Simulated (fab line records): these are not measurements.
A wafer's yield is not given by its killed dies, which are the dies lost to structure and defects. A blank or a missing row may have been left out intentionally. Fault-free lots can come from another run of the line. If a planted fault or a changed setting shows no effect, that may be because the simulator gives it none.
Struck lot and sound lot, side by side -- flow nand harc -- 12 out of 1159 route steps
Sound: these wafers, L389.3, L389.4, L389.5. Wafers L398.1, L398.4, L398.6 were the ones struck. The cause is named last.
Per side, at each step with rows, come the tool, then ch with its chambers, and then its first start. Under that, the readings that differ: sound wafers -- struck wafers -- difference of the means -- sigmas: that difference in standard deviations of wafers without a fault.
alike: readings whose means differ by less than 2 such deviations, and words and numbers that are the same on both sides. not compared: withheld readings, readings that some wafer has no value for, bounds like >300 that may hide the same value, and numbers for which the record gives no deviation and whose values overlap.
Wherever a step has rows on one side only, a row that says differs or no value, or a row with sigmas, the two part there. Numbers that have no deviation but don't overlap get no sigmas and don't part them. A reading that every wafer of one side lacks parts them only if that side has two wafers or more.

first, 1 step without rows for these wafers: NHARC_A_CHANNEL_FILL_D1_ANNEAL_22 (time 7200 s).
NHARC_A_CHANNEL_FILL_D1_THK_MEAS_06: measures by ellipsometry.
  sound: film metro-02 at day 10 14:24; struck: film metro-02 at day 13 10:58
  alike: thk nm
NHARC_A_CHANNEL_FILL_D1_ALD_25: deposits SiOx, target thk 60 nm, pulse time 10 s, ald cycles 600.
  sound on ald hk-04 ch 0,1, day 10 15:04; struck on ald hk-02 ch 1,2,3, day 13 11:38
reading,sound,struck,difference,sigmas
heater power w (W),430 440 413,465 524 535,+80,+2
  alike: precursor pulse height rel
NHARC_A_CHANNEL_FILL_D1_ETCHBACK_08: etches the open film in C4F8, target depth 220 nm, time 110 s.
  sound: rie diel-12 ch 0,2; struck: rie diel-12 ch 1,2
  alike: oes product au, rf fwd power W, rf vpp V
  not compared: rf hours counter h
NHARC_A_CHANNEL_FILL_D1_STRIP_29: strips in O2, time 20 s.
  sound: rie diel-12 ch 0,2; struck: rie diel-12 ch 0,2
  alike: drypump motor current A, oes product au, rf vpp V, showerhead plenum p Torr, throttle valve pct
  not compared: rf hours counter h
then, 3 steps without rows for these wafers: NHARC_A_CHANNEL_FILL_D1_PRECLEAN_30 (cleans in dHF, time 30 s); NHARC_A_CHANNEL_FILL_D1_SRD_31; NHARC_A_CHANNEL_FILL_D1_CVD_09 (deposits poly-Si, target thk 150 nm, time 3000 s).
NHARC_A_CHANNEL_FILL_D1_CMP_10: polishes, target thk 150 nm.
  sound on cmp-02 ch 1,3, day 11 01:55; struck on cmp-02 ch 0,1,2, day 13 23:22
reading,sound,struck,difference,sigmas
time to endpoint s (s),12.2 13.6 14.6,25.7 19.8 21.2,+8.8,+3
  alike: motor current A, slurry filter dp kPa
  not compared: pad life wafers
after that, 1 step had no rows for these wafers: NHARC_A_CHANNEL_FILL_D1_SRD_12.
NHARC_A_CHANNEL_FILL_D1_RTA_24: time 5 s.
  struck on rtp anneal-02, day 14 00:00; sound on rtp anneal-01 ch 0, day 11 02:22
  no value came back on the struck wafers for any of 5 readings (anneal temp c max, lamp power pct (%) and others); on the sound wafers anneal temp c max reads 1007.5 1009.3 1009.3
NHARC_A_CHANNEL_FILL_D1_INSPECT_13:
  sound: defect inspect-01 at day 11 02:30; struck: defect inspect-01 at day 14 00:11
  alike: raw defect count

WHERE THEY PART
Last at NHARC_A_CHANNEL_FILL_D1_RTA_24 as far as this record goes, first at NHARC_A_CHANNEL_FILL_D1_ALD_25. Later steps at which nothing parts them and some readings are alike: NHARC_A_CHANNEL_FILL_D1_INSPECT_13.

WHY: the cause the simulator had injected
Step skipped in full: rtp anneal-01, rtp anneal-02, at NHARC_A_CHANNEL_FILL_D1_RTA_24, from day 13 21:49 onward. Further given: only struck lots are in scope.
